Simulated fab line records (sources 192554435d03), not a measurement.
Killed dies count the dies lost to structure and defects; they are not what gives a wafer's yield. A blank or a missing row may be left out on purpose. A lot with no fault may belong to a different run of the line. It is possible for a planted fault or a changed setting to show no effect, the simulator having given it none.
Matching of chambers + flow n5 finfet + N5_BEOL_M10_CURE_71 on uv cure-03 has 3 sister chambers
The step cures SiCOH lowk, time 240 s. 3 wafers are shown with their chamber, then 7 later ones without.

== WAFERS, EACH WITH ITS CHAMBER ==
| wafer  | chamber | wafer_temp_C_max |
|--------|---------|------------------|
| L628.5 | 0       | 386.8            |
| L630.6 | 2       | 386.9            |
| L640.4 | 1       | 386.1            |

== WAFERS WITH NO CHAMBER GIVEN ==
| wafer  | wafer_temp_C_max |
|--------|------------------|
| L640.6 | 385.8            |
| L641.1 | 387.0            |
| L641.5 | 387.2            |
| L641.6 | 386.6            |
| L644.3 | 386.9            |
| L644.5 | 386.7            |
| L644.6 | 386.3            |

== WHICH CHAMBER EACH WENT THROUGH ==
| wafer  | from the rows above          | in truth |
|--------|------------------------------|----------|
| L640.6 | 1                            | 1        |
| L641.1 | can't be placed: 2 or 0      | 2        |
| L641.5 | can't be placed: 2 or 0      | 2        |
| L641.6 | can't be placed: 0 or 2 or 1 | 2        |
| L644.3 | can't be placed: 2 or 0      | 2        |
| L644.5 | can't be placed: 0 or 2      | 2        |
| L644.6 | can't be placed: 1 or 0 or 2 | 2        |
Correct placement for 1 of the 7. From these rows, 6 cannot be placed; in 6 the true chamber is one of the candidates. Number placed wrongly: 0.
How it was worked out, from the rows above alone: a wafer's distance from a chamber is the root of the sum, over the readings, of the square of ((its reading less the chamber's mean) divided by the reading's scatter). The wafer belongs to the nearest chamber; if the next one is less than 2 further off, it can't be placed. Each chamber's mean is taken over the wafers shown for it. The scatter: with one shown wafer a chamber, the root of the mean of the squares of how far each hidden wafer lies from its nearest shown one.
